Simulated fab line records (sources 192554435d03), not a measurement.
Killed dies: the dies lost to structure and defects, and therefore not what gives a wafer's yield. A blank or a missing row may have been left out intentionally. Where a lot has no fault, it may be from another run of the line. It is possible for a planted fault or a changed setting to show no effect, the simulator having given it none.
Chamber matching :: flow n5 finfet :: pecvd-02 running N5_BEOL_M10_DEP_56: 3 sister chambers
The step deposits SiCN from 3MS/NH3, target thk 15 nm, time 26.5 s. 14 wafers are shown with their chamber, then 7 later ones without.

WAFERS WITH THEIR CHAMBER
wafer: L077.1
chamber: 2
throttle valve pct (%): 9.3
showerhead plenum p Torr (Torr): 3.674

wafer: L077.4
chamber: 0
throttle valve pct (%): 9.0
showerhead plenum p Torr (Torr): 3.672

wafer: L077.6
chamber: 1
throttle valve pct (%): 8.8
showerhead plenum p Torr (Torr): 3.659

wafer: L081.2
chamber: 1
throttle valve pct (%): 8.5
showerhead plenum p Torr (Torr): 3.666

wafer: L081.4
chamber: 0
throttle valve pct (%): 9.3
showerhead plenum p Torr (Torr): 3.663

wafer: L081.5
chamber: 2
throttle valve pct (%): 9.6
showerhead plenum p Torr (Torr): 3.687

wafer: L080.1
chamber: 2
throttle valve pct (%): 9.5
showerhead plenum p Torr (Torr): 3.681

wafer: L080.2
chamber: 1
throttle valve pct (%): 8.2
showerhead plenum p Torr (Torr): 3.667

wafer: L080.4
chamber: 0
throttle valve pct (%): 9.2
showerhead plenum p Torr (Torr): 3.662

wafer: L084.3
chamber: 0
throttle valve pct (%): 9.3
showerhead plenum p Torr (Torr): 3.674

wafer: L084.5
chamber: 2
throttle valve pct (%): 9.1
showerhead plenum p Torr (Torr): 3.685

wafer: L084.6
chamber: 0
throttle valve pct (%): 9.4
showerhead plenum p Torr (Torr): 3.660

wafer: L094.1
chamber: 2
throttle valve pct (%): 9.5
showerhead plenum p Torr (Torr): 3.684

wafer: L094.2
chamber: 0
throttle valve pct (%): 9.2
showerhead plenum p Torr (Torr): 3.664

SIGNATURES (means of the wafers above)
reading: throttle valve pct
chamber 0: 9.233
chamber 1: 8.500
chamber 2: 9.400
scatter within a chamber: 0.198

reading: showerhead plenum p Torr
chamber 0: 3.66583
chamber 1: 3.66400
chamber 2: 3.68220
scatter within a chamber: 0.00527
Rule: distance of a wafer from a chamber = root of the sum over the readings of ((wafer's reading minus chamber's mean) / reading's scatter) squared. The wafer belongs to the nearest chamber; if the next one is less than 2 further off, it can't be placed. How the scatter is found: for the shown wafers, subtract from each reading the mean of its chamber, square and add these, divide the total by (wafers less chambers), then take the root.

WAFERS WITH NO CHAMBER GIVEN
wafer: L094.4
throttle valve pct (%): 9.2
showerhead plenum p Torr (Torr): 3.656

wafer: L093.1
throttle valve pct (%): 9.3
showerhead plenum p Torr (Torr): 3.685

wafer: L093.2
throttle valve pct (%): 9.1
showerhead plenum p Torr (Torr): 3.663

wafer: L093.4
throttle valve pct (%): 8.4
showerhead plenum p Torr (Torr): 3.674

wafer: L097.1
throttle valve pct (%): 8.6
showerhead plenum p Torr (Torr): 3.673

wafer: L097.4
throttle valve pct (%): 9.0
showerhead plenum p Torr (Torr): 3.670

wafer: L097.5
throttle valve pct (%): 8.6
showerhead plenum p Torr (Torr): 3.657

WHICH CHAMBER EACH WENT THROUGH
wafer: L094.4
from the rows above: can't be placed: 0 or 1
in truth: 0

wafer: L093.1
from the rows above: 2
in truth: 2

wafer: L093.2
from the rows above: 0
in truth: 0

wafer: L093.4
from the rows above: 1
in truth: 1

wafer: L097.1
from the rows above: can't be placed: 1 or 0
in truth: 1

wafer: L097.4
from the rows above: can't be placed: 0 or 1 or 2
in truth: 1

wafer: L097.5
from the rows above: 1
in truth: 1
Correctly placed: 4 of 7. Can't be placed from these rows: 3 (the true chamber is among the candidates in 3). 0 placed wrongly.
